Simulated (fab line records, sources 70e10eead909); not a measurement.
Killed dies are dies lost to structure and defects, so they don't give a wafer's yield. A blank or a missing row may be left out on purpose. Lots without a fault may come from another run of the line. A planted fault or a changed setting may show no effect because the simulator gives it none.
Chamber matching | flow nand_harc | NHARC_A_CONTACT_DESCUM_74 on rie_diel-03: 4 sister chambers
The step chemistry O2, time 3 s. 4 wafers are shown with their chamber, then 7 later ones without.

WAFERS WITH THEIR CHAMBER
wafer  | chamber | showerhead_plenum_p_Torr (Torr)
L879.1 | 1       | 1.82
L879.4 | 3       | 2.01
L882.3 | 2       | 1.94
L882.5 | 0       | 2.07

WAFERS WITHOUT THEIR CHAMBER
wafer  | showerhead_plenum_p_Torr (Torr)
L882.6 | 2.01
L890.2 | 1.93
L890.3 | 2.00
L890.4 | 1.82
L892.1 | 2.00
L892.4 | 1.93
L892.6 | 2.00

WHICH CHAMBER EACH WENT THROUGH
wafer  | from the rows above | in truth
L882.6 | 3                   | 3
L890.2 | 2                   | 2
L890.3 | 3                   | 3
L890.4 | 1                   | 1
L892.1 | 3                   | 3
L892.4 | 2                   | 2
L892.6 | 3                   | 3
Placed correctly: 7 of 7. Can't be placed from these rows: 0. Placed wrongly: 0.
How it was worked out, from the rows above alone: a wafer's distance from a chamber is the root of the sum, over the readings, of the square of ((its reading less the chamber's mean) divided by the reading's scatter). The wafer belongs to the nearest chamber; if the next one is less than 2 further off, it can't be placed. A chamber's mean is the mean of its shown wafers. The scatter: with one shown wafer a chamber, the root of the mean of the squares of how far each hidden wafer lies from its nearest shown one.
